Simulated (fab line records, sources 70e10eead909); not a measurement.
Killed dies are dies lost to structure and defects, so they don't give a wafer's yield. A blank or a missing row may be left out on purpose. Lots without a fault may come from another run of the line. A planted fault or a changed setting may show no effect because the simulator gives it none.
fab line records	flow nand_harc
[record] lots = 24	wafers = 72	last_day = 35
route steps=1302 shown A_SLIT@940 A_WL_FILL@966 A_CONTACT@997
lots untouched by any fault: they come from a run of this same line in which no faults occurred
start_h: the number of hours between the record's first day and the start of the first shown wafer of the lot	wait_h: how many hours have passed since the lot's step before this one	" the same as in the row above	L1.1+2: several wafers, shown together as one row	- value missing, or start not given	* or withheld: withheld	< > ~ a bound
route shown NAME@n: NAME is a module with steps in the file, n the number in the route of the first one	usual: mean/standard deviation taken from wafers without a fault	same: alike in all rows	chamber/n: place in a boat	sites: per-site readings	_std_site: the values' standard deviation	_edge_site: outer sites' mean less inner sites'	radius_mm: how far each site lies from the wafer's centre	mask NAME#n: copy n	behind: the tool/chamber that last shaped the wafer	hold: reason for holding the lot/hours on hold/outcome of the hold	device: names the non-switching transistor (n, p or np)	end of line: at the end of the route, the tests of the same wafers	where a step has no rows: the recipe by itself	killed: dies that structure and defects cost at the first sort, which is not the same as the wafer's yield	map: a wafer's dies, marking killed ones x, the rest . and places with no die _
set.NAME: the setting that was run; set.NAME@STEP: the one run at that earlier step	model.NAME: the simulator's own value behind a step, which no gauge read
route steps across a sampled set of lots; one table per step, one row per wafer
services: from which hour (start_h, from the record's first day; less than 0 if before it) a tool's chamber was out of use, for how many hours, and why
[[steps]]
[step NHARC_A_SLIT_ETCH_26]
[recipe] bias_v = 400	source_w = 2000	pressure_mtorr = 25	time_s = 90	ar_flow_sccm = 375	c4f8_flow_sccm = 41.7	o2_flow_sccm = 83.3	target_depth_a = 4000	chemistry = C4F8/O2/Ar
[usual] drypump_motor_current_A = 5.91/0.15	he_backside_leak_sccm = 6.6/0.74	mfc_ar_sccm = 374.8/1	rf_fwd_power_W = 1984/5.7	showerhead_plenum_p_Torr = 3.64/0.16	throttle_valve_pct = 27.619/0.0092
lot.wafer	tool	chamber	start_h	wait_h	drypump_motor_current_A	he_backside_leak_sccm	mfc_ar_sccm	rf_fwd_power_W	rf_hours_counter_h	showerhead_plenum_p_Torr	throttle_valve_pct
L074.2	har_etch-02	0	464.00	3.0	5.85	5.6	375.7	1985	38	3.94	27.636
L074.3	"	0	"	"	5.83	5.7	374.9	1982	-	3.94	27.620
L074.6	"	1	"	"	5.64	5.7	375.0	1980	-	3.64	27.626
L075.1	har_etch-02	0	471.98	3.0	5.82	5.8	375.4	1978	45	3.93	27.615
L075.4	"	1	"	"	5.65	5.7	375.5	1976	-	3.64	27.620
L075.5	"	0	"	"	5.84	5.8	376.2	1983	-	3.93	27.625
L077.4	har_etch-02	1	482.61	1.9	5.65	5.8	374.9	1988	-	3.63	27.625
L077.3	"	0	"	"	5.82	5.8	372.5	1997	-	3.93	27.630
L077.6	"	0	"	"	5.84	5.7	374.0	1996	-	3.93	27.615
L079.1	har_etch-01	0	484.05	3.0	6.00	6.8	376.6	1984	268	3.67	27.606
L079.2	"	1	"	"	6.03	7.5	374.3	1984	268	3.48	27.625
L079.4	"	1	"	"	6.05	7.4	373.9	1980	-	3.48	27.608
L078.1	har_etch-02	0	486.35	3.0	5.86	5.6	375.2	1986	57	3.93	27.621
L078.4	"	0	"	"	5.84	5.7	375.2	1993	-	3.93	27.625
L078.6	"	1	"	"	5.65	5.8	374.2	1990	-	3.63	27.619
L076.1	har_etch-01	0	487.88	3.0	5.98	6.7	376.1	1980	271	3.67	27.612
L076.3	"	0	"	"	6.00	6.6	374.5	1984	-	3.67	27.640
L076.4	"	1	"	"	6.08	7.4	373.4	1976	-	3.48	27.617
L080.4	har_etch-01	0	504.65	1.3	6.01	6.7	373.9	1981	-	3.67	27.612
L080.6	"	1	"	"	6.06	7.2	375.9	1984	-	3.48	27.614
L080.5	"	0	"	"	5.99	6.5	373.7	1986	-	3.67	27.617
L082.2	har_etch-02	1	520.25	3.0	5.64	6.0	374.8	1987	76	3.62	27.606
L082.1	"	0	"	"	5.86	5.7	373.9	1995	76	3.91	27.619
L082.4	"	1	"	"	5.67	6.2	375.8	1987	-	3.62	27.600
L081.2	har_etch-01	0	533.53	3.0	5.97	6.4	375.0	1984	294	3.66	27.609
L081.6	"	0	"	"	6.00	6.7	374.0	1974	-	3.66	27.618
L081.5	"	1	"	"	6.08	7.4	375.6	1992	-	3.47	27.611
L083.2	har_etch-02	0	545.21	2.5	5.86	5.8	375.6	1989	87	3.91	27.606
L083.4	"	1	"	"	5.65	6.1	377.0	1978	-	3.61	27.621
L083.3	"	0	"	"	5.86	5.9	374.1	1988	-	3.91	27.623
L084.1	har_etch-01	0	553.56	2.5	5.99	6.7	375.2	1987	310	3.65	27.619
L084.3	"	0	"	"	6.00	7.1	375.3	1978	-	3.65	27.627
L084.5	"	0	"	"	5.99	6.7	374.2	1987	-	3.65	27.630
L086.3	har_etch-02	0	561.13	1.9	5.83	5.8	374.3	1972	-	3.90	27.626
L086.4	"	1	"	"	5.66	6.0	373.4	1978	-	3.61	27.628
L086.5	"	0	"	"	5.84	5.9	375.7	1978	-	3.90	27.620
L085.2	har_etch-01	0	561.26	3.0	6.02	6.5	375.0	1983	313	3.65	27.621
L085.3	"	1	"	"	6.06	7.4	376.2	1987	-	3.46	27.607
L085.6	"	1	"	"	6.07	7.4	374.7	1979	-	3.46	27.627
L087.2	har_etch-01	1	581.74	3.0	6.05	7.7	374.2	1977	321	3.46	27.614
L087.4	"	1	"	"	6.06	7.8	373.8	1983	-	3.46	27.616
L087.5	"	1	"	"	6.05	7.6	375.8	1983	-	3.46	27.631
L088.1	har_etch-01	1	598.70	3.0	6.06	7.8	373.1	1991	332	3.45	27.608
L088.4	"	1	"	"	6.07	7.9	374.3	1988	-	3.45	27.602
L088.5	"	0	"	"	5.98	7.0	376.7	1994	-	3.64	27.621
L089.2	har_etch-01	1	602.61	3.0	6.07	7.6	374.9	1981	336	3.45	27.615
L089.1	"	0	"	"	5.97	7.2	373.1	1976	336	3.64	27.622
L089.3	"	0	"	"	5.98	7.0	374.8	1985	-	3.64	27.622
L090.1	har_etch-01	1	619.45	2.4	6.05	7.6	372.9	1989	340	3.45	27.612
L090.6	"	0	"	"	6.00	6.7	376.2	1990	-	3.63	27.630
L090.5	"	1	"	"	6.06	7.5	375.0	1983	-	3.45	27.621
L091.3	har_etch-01	1	628.99	1.8	6.05	7.9	373.6	1981	-	3.44	27.610
L091.4	"	0	"	"	6.01	7.1	372.7	1985	-	3.63	27.608
L091.6	"	1	"	"	6.06	7.8	374.4	1980	-	3.44	27.626
L092.1	har_etch-02	1	629.64	2.4	5.64	6.4	375.0	1989	138	3.59	27.616
L092.3	"	0	"	"	5.86	5.8	373.7	1979	-	3.88	27.631
L092.6	"	1	"	"	5.62	6.3	374.1	1977	-	3.59	27.622
L093.3	har_etch-02	1	644.06	1.3	5.67	6.5	377.1	1969	-	3.58	27.619
L093.6	"	0	"	"	5.81	5.9	374.3	1997	-	3.87	27.619
L093.5	"	1	"	"	5.67	6.5	376.0	1975	-	3.58	27.615
L094.4	har_etch-01	1	645.33	1.9	6.05	7.7	371.7	1978	-	3.43	27.623
L094.5	"	1	"	"	6.06	7.7	373.7	1978	-	3.43	27.616
L094.6	"	0	"	"	5.98	7.4	374.6	1990	-	3.62	27.622
L096.1	har_etch-02	0	670.52	3.0	5.81	6.2	374.4	1987	161	3.86	27.610
L096.2	"	1	"	"	5.66	6.5	375.1	1984	161	3.57	27.619
L096.3	"	1	"	"	5.64	6.4	374.5	1989	-	3.57	27.642
L095.1	har_etch-01	0	692.88	6.0	6.02	7.1	375.3	1986	382	3.61	27.635
L095.2	"	0	"	"	6.04	7.0	374.2	1983	-	3.61	27.612
L095.5	"	0	"	"	6.01	6.8	374.4	1990	-	3.61	27.594
L097.2	har_etch-01	0	702.56	3.0	5.99	7.2	374.3	1979	389	3.61	27.610
L097.3	"	1	"	"	6.07	4.8	373.4	1991	-	3.42	27.624
L097.5	"	1	"	"	6.05	4.9	374.8	1986	-	3.42	27.636
[step NHARC_A_WL_FILL_ETCHBACK_16]
[recipe] target_depth_a = 1200	time_s = 24	c4f8_flow_sccm = withheld	o2_flow_sccm = 8	ar_flow_sccm = withheld	rf_w = 600	bias_w = 800	chemistry = C4F8/O2/Ar
[usual] oes_product_au = 0.980/0.028	rf_fwd_power_W = 590.6/2.9	rf_vpp_V = 722/4.1
lot.wafer	tool	chamber	start_h	wait_h	oes_product_au	rf_fwd_power_W	rf_hours_counter_h	rf_vpp_V
L074.2	rie_diel-11	0	-	-	0.997	586.1	2.0	719
L074.3	"	3	"	"	0.986	591.7	1.6	719
L074.6	"	1	"	"	0.988	596.1	-	728
L075.1	rie_diel-06	3	-	-	1.003	590.5	0	721
L075.4	"	1	"	"	0.994	585.5	0	720
L075.5	"	3	"	"	0.995	591.6	-	721
L077.4	rie_diel-11	3	-	-	0.975	591.3	2.2	718
L077.3	"	0	"	"	0.993	589.2	2.5	720
L077.6	"	3	"	"	0.984	591.8	-	717
L079.2	rie_diel-06	3	-	-	1.004	593.7	0.1	722
L079.1	"	0	"	"	0.998	589.5	0.1	732
L079.4	"	1	"	"	0.985	587.3	0.1	721
L076.4	rie_diel-11	0	-	-	0.996	589.6	2.7	718
L076.3	"	1	"	"	0.992	591.2	2.6	728
L076.1	"	3	"	"	0.998	592.5	2.3	719
L078.1	rie_diel-06	1	-	-	0.981	585.1	0.3	720
L078.6	"	3	"	"	0.998	592.5	-	721
L078.4	"	2	"	"	1.004	593.7	-	720
L080.4	rie_diel-11	1	-	-	0.996	595.5	3.2	729
L080.6	"	0	"	"	0.998	591.2	-	720
L080.5	"	1	"	"	0.978	596.5	-	727
L082.1	rie_diel-11	2	-	-	0.933	586.7	3.1	718
L082.2	"	3	"	"	0.935	591.3	3.0	719
L082.4	"	1	"	"	0.927	592.4	3.4	728
L081.2	rie_diel-03	3	-	-	0.954	589.9	2.9	725
L081.6	"	2	"	"	0.970	593.4	-	721
L081.5	"	3	"	"	0.955	589.6	-	726
L083.3	rie_diel-06	0	-	-	0.925	593.4	1.4	730
L083.4	"	1	"	"	0.916	585.1	1.6	720
L083.2	"	3	"	"	0.919	591.8	1.7	720
L084.1	rie_diel-03	2	-	-	0.979	592.2	3.2	719
L084.3	"	3	"	"	0.976	583.9	3.8	725
L084.5	"	1	"	"	0.963	586.0	-	725
L085.2	rie_diel-11	2	-	-	1.006	592.0	5.2	718
L085.3	"	1	"	"	1.002	593.5	6.0	728
L085.6	"	2	"	"	1.009	590.4	-	718
L086.3	rie_diel-03	2	-	-	1.004	593.4	3.4	720
L086.4	"	0	"	"	0.985	588.7	4.0	721
L086.5	"	2	"	"	0.983	594.9	-	720
L087.2	rie_diel-11	0	-	-	0.997	589.8	7.5	720
L087.4	"	3	"	"	0.997	594.7	6.6	719
L087.5	"	0	"	"	0.998	589.7	-	720
L088.4	rie_diel-06	3	-	-	1.001	590.1	3.1	721
L088.1	"	0	"	"	1.004	590.7	3.0	730
L088.5	"	2	"	"	1.011	593.0	-	721
L089.2	rie_diel-03	1	-	-	0.909	585.4	4.0	725
L089.1	"	3	"	"	0.918	587.2	4.5	726
L089.3	"	0	"	"	0.905	590.2	4.5	722
L090.1	rie_diel-11	0	-	-	1.004	591.3	2.2	720
L090.6	"	3	"	"	1.004	591.1	-	720
L090.5	"	0	"	"	1.001	591.4	-	720
L091.3	rie_diel-11	2	-	-	0.983	587.0	2.2	717
L091.4	"	0	"	"	0.994	591.1	2.5	718
L091.6	"	2	"	"	0.988	583.5	-	718
L092.1	rie_diel-11	3	-	-	0.999	591.3	2.5	718
L092.3	"	0	"	"	1.009	588.6	2.5	718
L092.6	"	2	"	"	0.992	590.6	-	718
L094.4	rie_diel-03	1	-	-	0.992	590.6	0.7	725
L094.6	"	0	"	"	0.988	586.4	-	722
L094.5	"	1	"	"	0.993	588.0	-	727
L093.3	rie_diel-11	0	-	-	1.002	588.2	3.3	719
L093.5	"	2	"	"	1.009	588.2	-	716
L093.6	"	3	"	"	1.003	591.9	-	719
L096.3	rie_diel-11	0	-	-	0.931	591.3	4.2	719
L096.2	"	1	"	"	0.931	594.1	4.0	728
L096.1	"	3	"	"	0.935	593.4	3.8	718
L095.2	rie_diel-06	2	-	-	0.992	593.0	1.0	721
L095.1	"	1	"	"	0.994	585.6	1.0	720
L095.5	"	2	"	"	0.994	592.2	-	721
L097.3	rie_diel-03	2	-	-	0.994	595.2	2.8	717
L097.2	"	3	"	"	0.996	587.0	2.8	727
L097.5	"	1	"	"	0.981	588.4	-	723
[step NHARC_A_CONTACT_CD_MEAS_42]
[recipe] target_cd_nm = 300	landing_energy_ev = 500
[usual] cd_nm = 300.1/0.39
[same] landing_energy_ev = 500
lot.wafer	tool	chamber	start_h	wait_h	cd_nm
L074.2	cd_sem-01	0	496.47	-	300.4
L074.3	"	0	"	"	299.9
L074.6	"	0	"	"	300.0
L075.1	cd_sem-02	0	509.35	-	300.0
L075.4	"	0	"	"	299.6
L075.5	"	0	"	"	299.7
L077.3	cd_sem-02	0	513.78	-	300.0
L077.4	"	0	"	"	299.9
L077.6	"	0	"	"	300.2
L079.1	cd_sem-01	0	513.97	-	300.2
L079.2	"	0	"	"	300.4
L079.4	"	0	"	"	300.3
L078.1	cd_sem-03	0	521.20	-	299.8
L078.4	"	0	"	"	299.9
L078.6	"	0	"	"	300.1
L076.1	cd_sem-02	0	521.94	-	299.6
L076.3	"	0	"	"	299.8
L076.4	"	0	"	"	299.6
L080.4	cd_sem-03	0	538.15	-	299.8
L080.5	"	0	"	"	300.4
L080.6	"	0	"	"	299.9
L082.1	cd_sem-02	0	552.09	-	300.4
L082.2	"	0	"	"	300.3
L082.4	"	0	"	"	299.7
L081.2	cd_sem-03	0	566.62	-	300.3
L081.5	"	0	"	"	300.2
L081.6	"	0	"	"	300.0
L083.2	cd_sem-01	0	579.75	-	300.3
L083.3	"	0	"	"	300.4
L083.4	"	0	"	"	300.0
L084.1	cd_sem-01	0	585.15	-	300.5
L084.3	"	0	"	"	300.6
L084.5	"	0	"	"	300.2
L086.3	cd_sem-02	0	594.02	-	300.0
L086.4	"	0	"	"	300.0
L086.5	"	0	"	"	300.6
L085.2	cd_sem-01	0	594.76	-	299.2
L085.3	"	0	"	"	299.6
L085.6	"	0	"	"	299.6
L087.2	cd_sem-03	0	613.30	-	300.5
L087.4	"	0	"	"	300.0
L087.5	"	0	"	"	300.0
L088.1	cd_sem-03	0	634.52	-	300.3
L088.4	"	0	"	"	299.9
L088.5	"	0	"	"	300.1
L089.1	cd_sem-02	0	634.93	-	300.6
L089.2	"	0	"	"	300.5
L089.3	"	0	"	"	300.4
L090.1	cd_sem-01	0	653.24	-	299.1
L090.5	"	0	"	"	299.4
L090.6	"	0	"	"	299.7
L091.3	cd_sem-02	0	661.61	-	300.4
L091.4	"	0	"	"	300.7
L091.6	"	0	"	"	300.1
L092.1	cd_sem-03	0	665.18	-	301.0
L092.3	"	0	"	"	300.8
L092.6	"	0	"	"	301.2
L094.4	cd_sem-03	0	676.88	-	299.5
L094.5	"	0	"	"	299.7
L094.6	"	0	"	"	299.5
L093.3	cd_sem-01	0	678.43	-	300.6
L093.5	"	0	"	"	300.3
L093.6	"	0	"	"	299.7
L096.1	cd_sem-02	0	706.73	-	300.3
L096.2	"	0	"	"	300.3
L096.3	"	0	"	"	300.3
L095.1	cd_sem-03	0	726.54	-	300.1
L095.2	"	0	"	"	300.1
L095.5	"	0	"	"	300.0
L097.2	cd_sem-01	0	734.98	-	299.8
L097.3	"	0	"	"	299.7
L097.5	"	0	"	"	299.7
[step NHARC_A_CONTACT_INSPECT_44]
[usual] raw_defect_count = 84/38
lot.wafer	tool	chamber	start_h	wait_h	raw_defect_count
L074.2	defect_inspect-02	-	496.59	0.0	85
L074.3	"	-	"	"	63
L074.6	"	-	"	"	64
L075.1	defect_inspect-02	-	509.48	0.0	114
L075.4	"	-	"	"	126
L075.5	"	-	"	"	114
L077.3	defect_inspect-01	-	513.91	0.0	14
L077.4	"	-	"	"	15
L077.6	"	-	"	"	15
L079.1	defect_inspect-01	-	514.09	0.0	137
L079.2	"	-	"	"	122
L079.4	"	-	"	"	141
L078.1	defect_inspect-02	-	521.32	0.0	19
L078.4	"	-	"	"	30
L078.6	"	-	"	"	18
L076.1	defect_inspect-02	-	522.06	0.0	154
L076.3	"	-	"	"	141
L076.4	"	-	"	"	155
L080.4	defect_inspect-02	-	538.27	0.0	114
L080.5	"	-	"	"	125
L080.6	"	-	"	"	101
L082.1	defect_inspect-01	-	552.21	0.0	117
L082.2	"	-	"	"	110
L082.4	"	-	"	"	121
L081.2	defect_inspect-01	-	566.74	0.0	83
L081.5	"	-	"	"	77
L081.6	"	-	"	"	86
L083.2	defect_inspect-01	-	579.87	0.0	79
L083.3	"	-	"	"	77
L083.4	"	-	"	"	62
L084.1	defect_inspect-02	-	585.27	0.0	77
L084.3	"	-	"	"	102
L084.5	"	-	"	"	85
L086.3	defect_inspect-02	-	594.14	0.0	22
L086.4	"	-	"	"	18
L086.5	"	-	"	"	19
L085.2	defect_inspect-02	-	594.88	0.0	92
L085.3	"	-	"	"	96
L085.6	"	-	"	"	85
L087.2	defect_inspect-02	-	613.43	0.0	56
L087.4	"	-	"	"	68
L087.5	"	-	"	"	78
L088.1	defect_inspect-01	-	634.66	0.1	134
L088.4	"	-	"	"	136
L088.5	"	-	"	"	137
L089.1	defect_inspect-02	-	635.06	0.0	65
L089.2	"	-	"	"	66
L089.3	"	-	"	"	73
L090.1	defect_inspect-02	-	653.36	0.0	144
L090.5	"	-	"	"	142
L090.6	"	-	"	"	137
L091.3	defect_inspect-02	-	661.73	0.0	80
L091.4	"	-	"	"	82
L091.6	"	-	"	"	81
L092.1	defect_inspect-02	-	665.30	0.0	52
L092.3	"	-	"	"	59
L092.6	"	-	"	"	52
L094.4	defect_inspect-02	-	677.00	0.0	78
L094.5	"	-	"	"	75
L094.6	"	-	"	"	64
L093.3	defect_inspect-01	-	678.55	0.0	62
L093.5	"	-	"	"	61
L093.6	"	-	"	"	69
L096.1	defect_inspect-01	-	706.86	0.0	56
L096.2	"	-	"	"	79
L096.3	"	-	"	"	71
L095.1	defect_inspect-01	-	726.66	0.0	81
L095.2	"	-	"	"	81
L095.5	"	-	"	"	79
L097.2	defect_inspect-01	-	735.10	0.0	85
L097.3	"	-	"	"	84
L097.5	"	-	"	"	95
[step NHARC_A_CONTACT_DESCUM_47]
[recipe] time_s = 3	o2_flow_sccm = 200	ar_flow_sccm = 0	bias_power_w = 0	chemistry = O2
[usual] drypump_motor_current_A = 5.8/0.47	mfc_ar_sccm = 0.013/0.014	oes_product_au = 1.003/0.0088	rf_vpp_V = 57.7/0.89	showerhead_plenum_p_Torr = 1.89/0.075	throttle_valve_pct = 11.310/0.0086
lot.wafer	tool	chamber	start_h	wait_h	drypump_motor_current_A	mfc_ar_sccm	oes_product_au	rf_hours_counter_h	rf_vpp_V	showerhead_plenum_p_Torr	throttle_valve_pct
L074.3	rie_diel-01	0	496.65	0.1	6.5	0.002	0.996	22	55.9	1.91	11.305
L074.2	"	1	"	"	5.3	0.040	1.009	22	57.6	1.95	11.319
L074.6	"	1	"	"	5.3	0.040	1.010	-	59.1	1.95	11.316
L075.4	rie_diel-01	2	509.55	0.1	5.9	0.022	1.016	21	58.5	1.99	11.309
L075.1	"	0	"	"	6.5	0.002	1.006	23	57.5	1.90	11.303
L075.5	"	1	"	"	5.3	0.040	1.007	-	57.9	1.95	11.305
L077.4	rie_diel-07	1	513.97	0.1	5.7	0	1.005	7	57.0	1.86	11.340
L077.3	"	2	"	"	5.9	0.025	0.998	8	58.3	1.88	11.295
L077.6	"	2	"	"	5.9	0.025	0.998	-	57.8	1.88	11.305
L079.1	rie_diel-01	2	514.16	0.1	5.8	0.022	1.015	22	59.5	1.99	11.300
L079.4	"	0	"	"	6.5	0.002	0.983	24	58.1	1.90	11.320
L079.2	"	1	"	"	5.3	0.040	0.997	24	59.2	1.95	11.314
L078.4	rie_diel-07	3	521.38	0.1	6.2	0	1.002	10	57.4	1.83	11.307
L078.1	"	1	"	"	5.7	0	1.008	8	55.2	1.86	11.318
L078.6	"	0	"	"	6.5	0	1.013	-	58.5	2.01	11.315
L076.4	rie_diel-01	2	522.12	0.1	5.9	0.022	1.018	24	58.5	1.99	11.310
L076.3	"	0	"	"	6.5	0.002	1.001	26	57.1	1.90	11.287
L076.1	"	1	"	"	5.3	0.040	1.008	26	58.5	1.94	11.318
L080.5	rie_diel-01	1	538.36	0.1	5.3	0.040	1.010	-	58.8	1.94	11.313
L080.4	"	3	"	"	5.5	0.015	1.028	-	58.6	1.81	11.315
L080.6	"	0	"	"	6.5	0.002	1.004	-	58.2	1.90	11.298
L082.4	rie_diel-01	2	552.28	0.1	5.9	0.022	1.007	28	58.0	1.98	11.309
L082.1	"	3	"	"	5.5	0.015	1.006	33	57.1	1.81	11.310
L082.2	"	0	"	"	6.5	0.002	0.999	35	56.7	1.90	11.311
L081.2	rie_diel-04	0	567.09	0.3	4.6	0	1.008	7	58.1	2.04	11.317
L081.6	"	0	"	"	4.6	0	1.006	-	57.1	2.03	11.310
L081.5	"	1	"	"	4.9	0	1.008	-	58.2	1.77	11.313
L083.4	rie_diel-07	3	579.94	0.1	6.1	0	0.995	32	58.1	1.82	11.306
L083.3	"	0	"	"	6.5	0	1.004	23	58.8	2.01	11.316
L083.2	"	1	"	"	5.7	0	1.001	26	56.5	1.86	11.303
L084.1	rie_diel-01	3	585.34	0.1	5.5	0.015	1.006	1	58.3	1.81	11.304
L084.3	"	1	"	"	5.3	0.040	1.002	1	58.3	1.94	11.336
L084.5	"	0	"	"	6.5	0.002	1.010	-	57.9	1.90	11.316
L086.4	rie_diel-01	3	594.21	0.1	5.5	0.015	1.012	3	56.8	1.81	11.300
L086.3	"	1	"	"	5.2	0.040	1.001	2	57.5	1.94	11.309
L086.5	"	3	"	"	5.5	0.015	1.009	-	57.1	1.81	11.294
L085.3	rie_diel-07	1	594.95	0.1	5.7	0	1.014	31	58.2	1.85	11.315
L085.2	"	2	"	"	5.9	0.025	1.005	33	56.8	1.87	11.309
L085.6	"	1	"	"	5.7	0	1.005	-	58.5	1.85	11.311
L087.2	rie_diel-01	3	613.51	0.1	5.5	0.015	1.012	7	57.9	1.81	11.296
L087.5	"	0	"	"	6.5	0.002	1.014	-	58.7	1.90	11.309
L087.4	"	2	"	"	5.9	0.022	1.018	-	58.1	1.98	11.304
L088.4	rie_diel-01	2	634.72	0.1	5.8	0.022	0.999	9	58.8	1.98	11.321
L088.1	"	0	"	"	6.5	0.002	1.004	11	58.0	1.90	11.312
L088.5	"	2	"	"	5.8	0.022	0.996	-	58.3	1.98	11.317
L089.1	rie_diel-04	1	635.12	0.1	4.9	0	0.999	33	57.5	1.77	11.296
L089.2	"	2	"	"	5.8	0	0.999	33	55.4	1.84	11.309
L089.3	"	0	"	"	4.6	0	1.009	32	57.6	2.03	11.308
L090.1	rie_diel-04	2	653.44	0.1	5.8	0	0.999	39	57.1	1.84	11.304
L090.6	"	0	"	"	4.6	0	1.007	-	57.0	2.02	11.296
L090.5	"	1	"	"	4.9	0	1.004	-	57.6	1.76	11.307
L091.3	rie_diel-01	2	661.79	0.1	5.9	0.022	0.993	13	57.2	1.98	11.304
L091.4	"	0	"	"	6.5	0.002	0.994	14	57.2	1.90	11.308
L091.6	"	2	"	"	5.9	0.022	1.001	-	59.1	1.98	11.317
L092.3	rie_diel-07	2	665.37	0.1	5.9	0.025	0.996	3	55.9	1.87	11.310
L092.1	"	0	"	"	6.5	0	0.987	3	58.1	2.00	11.306
L092.6	"	2	"	"	5.9	0.025	0.995	-	56.5	1.87	11.303
L094.4	rie_diel-07	3	677.09	0.1	6.1	0	0.992	6	57.1	1.81	11.312
L094.6	"	2	"	"	5.9	0.025	0.989	-	57.3	1.87	11.321
L094.5	"	3	"	"	6.0	0	0.991	-	57.6	1.81	11.305
L093.3	rie_diel-01	3	678.62	0.1	5.5	0.015	1.013	18	56.5	1.81	11.305
L093.6	"	2	"	"	5.9	0.022	1.012	-	56.4	1.98	11.308
L093.5	"	3	"	"	5.5	0.015	1.019	-	57.4	1.81	11.305
L096.2	rie_diel-07	3	706.92	0.1	6.1	0	0.988	17	57.3	1.81	11.312
L096.3	"	1	"	"	5.7	0	0.984	17	57.8	1.84	11.313
L096.1	"	2	"	"	5.9	0.025	0.987	18	58.9	1.86	11.318
L095.1	rie_diel-01	2	726.77	0.1	5.9	0.022	1.008	23	58.8	1.98	11.305
L095.2	"	3	"	"	5.5	0.015	1.002	25	56.0	1.80	11.318
L095.5	"	3	"	"	5.5	0.015	1.006	-	58.1	1.81	11.302
L097.3	rie_diel-07	3	735.16	0.1	6.1	0	0.995	26	56.6	1.81	11.305
L097.2	"	1	"	"	5.7	0	0.999	26	58.3	1.84	11.306
L097.5	"	0	"	"	6.4	0	0.999	-	57.7	1.99	11.316
[step NHARC_A_CONTACT_ETCH_115]
[recipe] source_w = withheld	pressure_mtorr = 20	bias_v = 3000	time_s = 190	target_depth_a = 18500	ar_flow_sccm = withheld	c4f8_flow_sccm = withheld	o2_flow_sccm = withheld	chemistry = C4F8/O2/Ar
lot.wafer	tool	chamber	start_h	wait_h	rf_hours_counter_h
L074.2	har_cap_etch-03	1	499.20	0.1	44
L074.3	"	1	"	"	-
L074.6	"	0	"	"	-
L075.1	har_cap_etch-03	0	512.11	0.1	46
L075.4	"	0	"	"	-
L075.5	"	1	"	"	-
L077.3	har_cap_etch-01	0	516.55	0.1	-
L077.4	"	1	"	"	-
L077.6	"	1	"	"	-
L079.2	har_cap_etch-02	0	516.81	0.1	83
L079.1	"	1	"	"	83
L079.4	"	0	"	"	-
L078.1	har_cap_etch-01	0	523.95	0.1	3
L078.4	"	1	"	"	-
L078.6	"	1	"	"	-
L076.1	har_cap_etch-03	0	524.64	0.1	50
L076.3	"	0	"	"	-
L076.4	"	1	"	"	-
L080.4	har_cap_etch-01	1	541.43	0.1	-
L080.6	"	1	"	"	-
L080.5	"	0	"	"	-
L082.1	har_cap_etch-02	1	554.82	0.1	94
L082.2	"	0	"	"	94
L082.4	"	1	"	"	-
L081.2	har_cap_etch-02	0	569.65	0.1	96
L081.5	"	1	"	"	-
L081.6	"	0	"	"	-
L083.2	har_cap_etch-02	0	582.50	0.1	98
L083.4	"	1	"	"	-
L083.3	"	0	"	"	-
L084.1	har_cap_etch-03	1	587.86	0.1	59
L084.3	"	1	"	"	-
L084.5	"	1	"	"	-
L086.3	har_cap_etch-01	0	596.85	0.1	-
L086.4	"	1	"	"	-
L086.5	"	1	"	"	-
L085.2	har_cap_etch-03	1	597.67	0.1	61
L085.3	"	0	"	"	-
L085.6	"	1	"	"	-
L087.2	har_cap_etch-03	1	616.40	0.1	65
L087.4	"	1	"	"	-
L087.5	"	0	"	"	-
L088.1	har_cap_etch-03	1	637.26	0.1	67
L088.4	"	1	"	"	-
L088.5	"	1	"	"	-
L089.1	har_cap_etch-01	1	637.68	0.1	24
L089.2	"	0	"	"	24
L089.3	"	1	"	"	-
L090.1	har_cap_etch-01	0	656.21	0.2	28
L090.6	"	0	"	"	-
L090.5	"	1	"	"	-
L091.3	har_cap_etch-02	1	664.36	0.1	-
L091.4	"	0	"	"	-
L091.6	"	0	"	"	-
L092.1	har_cap_etch-01	0	668.13	0.2	30
L092.3	"	0	"	"	-
L092.6	"	0	"	"	-
L094.4	har_cap_etch-01	0	679.69	0.1	-
L094.5	"	1	"	"	-
L094.6	"	0	"	"	-
L093.3	har_cap_etch-03	0	681.24	0.1	-
L093.6	"	1	"	"	-
L093.5	"	0	"	"	-
L096.1	har_cap_etch-01	1	709.55	0.1	38
L096.2	"	0	"	"	38
L096.3	"	1	"	"	-
L095.2	har_cap_etch-01	1	729.31	0.1	40
L095.1	"	0	"	"	40
L095.5	"	1	"	"	-
L097.2	har_cap_etch-03	1	738.07	0.2	83
L097.3	"	0	"	"	-
L097.5	"	0	"	"	-
[[services]]
tool	chamber	start_h	hours	kind
rie_diel-03	1	454.16	3.1	repair
har_cap_etch-01	-	454.23	0.6	repair
rie_diel-03	-	458.31	9.0	pm
rie_diel-01	3	459.02	14.2	repair
rie_diel-01	2	465.57	5.0	repair
rie_diel-07	-	468.92	0.6	repair
rie_diel-07	-	471.23	9.0	pm
rie_diel-03	2	479.08	3.6	repair
rie_diel-03	-	483.24	1.3	repair
rie_diel-06	-	484.20	9.0	pm
har_cap_etch-01	-	497.00	17.0	pm
rie_diel-06	0	504.02	19.2	repair
rie_diel-11	2	511.13	1.7	repair
rie_diel-07	-	550.42	0.9	repair
rie_diel-01	-	558.11	9.0	pm
rie_diel-07	0	562.55	12.0	repair
rie_diel-06	-	574.07	0.5	repair
rie_diel-06	2	578.23	2.0	repair
rie_diel-01	3	601.55	3.7	repair
rie_diel-01	1	604.61	18.3	repair
rie_diel-11	-	609.50	9.0	pm
rie_diel-07	-	648.23	9.0	pm
rie_diel-11	0	698.35	4.5	repair
rie_diel-01	-	735.11	9.0	pm
[[key]]
fault none
